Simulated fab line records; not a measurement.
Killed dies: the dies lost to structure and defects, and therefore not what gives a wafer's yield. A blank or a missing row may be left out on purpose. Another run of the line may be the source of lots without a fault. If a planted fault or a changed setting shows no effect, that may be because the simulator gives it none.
Matching of chambers    flow n5_finfet    rie_diel-05 running N5_MOL_CONTACT_COAG_STRIP_96: 4 sister chambers
The step strips in N2/H2. 8 wafers are shown with their chamber, then 7 later ones without.

== WAFERS, EACH WITH ITS CHAMBER ==
wafer   chamber  showerhead_plenum_p_Torr (Torr)  throttle_valve_pct (%)
L086.2  1        3.29                             18.87
L086.6  0        3.18                             18.94
L089.1  0        3.17                             18.96
L089.5  1        3.29                             18.90
L088.1  2        3.48                             18.92
L088.5  3        3.19                             18.76
L092.1  2        3.47                             18.92
L092.2  3        3.18                             18.76

== WAFERS WITH NO CHAMBER GIVEN ==
wafer   showerhead_plenum_p_Torr (Torr)  throttle_valve_pct (%)
L092.6  3.29                             18.91
L093.3  3.28                             18.90
L093.5  3.47                             18.93
L093.6  3.18                             18.79
L096.2  3.47                             18.92
L096.5  3.18                             18.79
L096.6  3.47                             18.93

== THE CHAMBER EACH PASSED THROUGH ==
wafer   from the rows above  in truth
L092.6  1                    1
L093.3  1                    1
L093.5  2                    2
L093.6  3                    3
L096.2  2                    2
L096.5  3                    3
L096.6  2                    2
Correct placement for 7 of the 7. Left unplaced by these rows: 0. Number placed wrongly: 0.
How it was worked out, from the rows above alone: a wafer's distance from a chamber is the root of the sum, over the readings, of the square of ((its reading less the chamber's mean) divided by the reading's scatter). If the next closest chamber is less than 2 further off than the closest, the wafer can't be placed; otherwise it belongs to the closest. The mean given for a chamber averages the wafers shown for that chamber. The scatter: the root of (the sum of the squares of (reading less its chamber's mean) over the shown wafers, divided by (wafers less chambers)).
